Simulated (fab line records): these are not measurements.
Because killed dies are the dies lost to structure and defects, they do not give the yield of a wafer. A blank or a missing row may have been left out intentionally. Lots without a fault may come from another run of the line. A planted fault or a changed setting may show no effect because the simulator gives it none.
Comparing a struck lot with a sound one | flow nand harc | 42 out of 1302 route steps
Sound: wafers L478.1, L478.3, L478.4. Struck: wafer L496.6. (L496.1, L496.5 of the same lot were not struck and are left out.) The cause comes at the end.
For every step that has rows: the tool of each side, followed by ch and its chambers, followed by its first start. Under that, the readings that differ: sound wafers | struck wafers | difference of the means | sigmas: that difference in standard deviations of wafers without a fault.
alike: same words and numbers on both sides, and readings whose means sit less than 2 such deviations apart. not compared: any withheld reading, any reading some wafer has no value for, any bound like >300 that may hide the same value, and any number with overlapping values for which the record gives no deviation.
Wherever a step has rows on one side only, a row that says differs or no value, or a row with sigmas, the two part there. Numbers that have no deviation but don't overlap get no sigmas and don't part them. A reading missing from all wafers of one side parts the sides only when that side holds two or more wafers.

NHARC_P_GATE_STRIP_101: strips in O2, time 20 s.
  sound on rie diel-02 ch 0,2,3, day 5 16:35; struck on rie diel-11 ch 2, day 12 18:11
  alike: drypump motor current A, oes product au, rf vpp V, showerhead plenum p Torr, throttle valve pct
  not compared: rf hours counter h
then, 11 steps without rows for these wafers: NHARC_P_GATE_PRECLEAN_97 (cleans in SPM, time 600 s); NHARC_P_GATE_SRD_98; NHARC_P_GATE_PRECLEAN_99 (cleans in SC1); NHARC_P_GATE_SRD_100; NHARC_P_GATE_DEHYDRATE_38 (time 120 s); NHARC_P_GATE_HMDS_39 (time 30 s); NHARC_P_GATE_COAT_40; NHARC_P_GATE_SOFTBAKE_41 (time 95 s); NHARC_P_GATE_EBR_42; NHARC_P_GATE_EXPOSE_43 (exposes mask P NSD, target cd 720 nm); NHARC_P_GATE_PEB_44 (peb time 85 s).
NHARC_P_GATE_DEVELOP_45: time 70 s.
  sound on litho track-02 ch 0, day 5 17:00; struck on litho track-02 ch 0, day 12 19:00
then, 1 step without rows for these wafers: NHARC_P_GATE_HARDBAKE_47 (time 80 s).
NHARC_P_GATE_DESCUM_48: chemistry O2, time 3 s.
  sound on rie diel-02 ch 0,1,2, day 5 17:41; struck on rie diel-04 ch 3, day 12 19:16
  reading                 | sound             | struck | difference | sigmas
  model.P_GATE.cd nm (nm) | 717.8 718.1 719.3 | 123.6  | -594.8     |
  alike: drypump motor current A, oes product au, rf vpp V, showerhead plenum p Torr, throttle valve pct
  not compared: rf hours counter h
then, 2 steps without rows for these wafers: NHARC_P_GATE_IMPLANT_49; NHARC_P_GATE_STRIP_111 (strips in N2/H2, time 250 s).
NHARC_P_GATE_STRIP_75: strips in O2.
  sound on plasma asher-02 ch 0,1, day 5 18:22; struck on plasma asher-02 ch 1, day 12 19:56
  alike: drypump motor current A, heater power w
  not compared: rf hours counter h
then, 10 steps without rows for these wafers: NHARC_P_GATE_STRIP_50 (strips in SPM, time 900 s); NHARC_P_GATE_DEHYDRATE_51 (time 120 s); NHARC_P_GATE_HMDS_52 (time 30 s); NHARC_P_GATE_COAT_53; NHARC_P_GATE_SOFTBAKE_54 (time 95 s); NHARC_P_GATE_EBR_55; NHARC_P_GATE_EXPOSE_56 (exposes mask P PSD, target cd 720 nm); NHARC_P_GATE_PEB_57 (peb time 85 s); NHARC_P_GATE_DEVELOP_58 (time 70 s); NHARC_P_GATE_HARDBAKE_60 (time 80 s).
NHARC_P_GATE_DESCUM_61: chemistry O2, time 3 s.
  sound on rie diel-02 ch 0,2,3, day 5 19:26; struck on rie diel-11 ch 0, day 12 21:02
  reading                         | sound             | struck | difference | sigmas
  oes product au (a.u.)           | 1.014 1.007 1.005 | 0.988  | -0.021     | -2
  showerhead plenum p Torr (Torr) | 1.94 2.02 2.01    | 1.84   | -0.15      | -2
  alike: drypump motor current A, rf vpp V, throttle valve pct
  not compared: rf hours counter h
following that, these wafers have no rows for 1 step: NHARC_P_GATE_IMPLANT_62.
NHARC_P_GATE_STRIP_112: strips in N2/H2, time 200 s.
  sound on plasma asher-02 ch 0,1, day 5 19:59; struck on plasma asher-01 ch 0, day 12 21:29
  reading                     | sound       | struck | difference | sigmas
  drypump motor current A (A) | 5.2 5.9 5.2 | 6.2    | +0.8       | +2
  alike: heater power w
  not compared: rf hours counter h
NHARC_P_GATE_STRIP_76: strips in O2.
  sound on plasma asher-02 ch 0,1, day 5 20:14; struck on plasma asher-01 ch 0, day 12 21:45
  reading            | sound       | struck | difference | sigmas
  heater power w (W) | 355 354 356 | 316    | -39        | -2
  alike: drypump motor current A
  not compared: rf hours counter h
then, 8 steps without rows for these wafers: NHARC_P_GATE_STRIP_63 (strips in SPM, time 900 s); NHARC_P_GATE_DEHYDRATE_83 (time 120 s); NHARC_P_GATE_HMDS_84 (time 30 s); NHARC_P_GATE_COAT_85; NHARC_P_GATE_SOFTBAKE_86 (time 95 s); NHARC_P_GATE_EBR_87; NHARC_P_GATE_EXPOSE_88 (exposes mask P HVN, target cd 2000 nm); NHARC_P_GATE_PEB_89 (peb time 85 s).
NHARC_P_GATE_DESCUM_93: chemistry O2, time 3 s.
  sound on rie diel-11 ch 0,1,2, day 5 21:13; struck on rie diel-04 ch 3, day 12 22:53
  reading                         | sound          | struck | difference | sigmas
  showerhead plenum p Torr (Torr) | 1.97 1.97 1.84 | 2.06   | +0.13      | +2
  model.P_GATE.cd nm (nm)         | 2000 1999 2000 | 123.6  | -1876.1    |
  alike: drypump motor current A, oes product au, rf vpp V, throttle valve pct
  not compared: rf hours counter h
-- break in the record here, with 18 days between the starts of the struck wafers on either side (left off in module P_GATE, picked up again in module END, where the first step shown is number 1302 on the route) --
NHARC_END_SORT_01:
  sound on prober-02 ch 0, day 24 07:43; struck on prober-02 ch 0, day 31 04:34
  reading             | sound    | struck | difference | sigmas
  killed at periphery | 10 3 6   | 632    | +626       | +99 or more
  killed dies         | 96 85 70 | 677    | +593       | +27
  alike: killed at array, killed at other, killed open, killed short

## WHERE THEY PART
Last at NHARC_END_SORT_01 as far as this record goes, first at NHARC_P_GATE_DESCUM_61.

WHY: what had been put in by the simulator
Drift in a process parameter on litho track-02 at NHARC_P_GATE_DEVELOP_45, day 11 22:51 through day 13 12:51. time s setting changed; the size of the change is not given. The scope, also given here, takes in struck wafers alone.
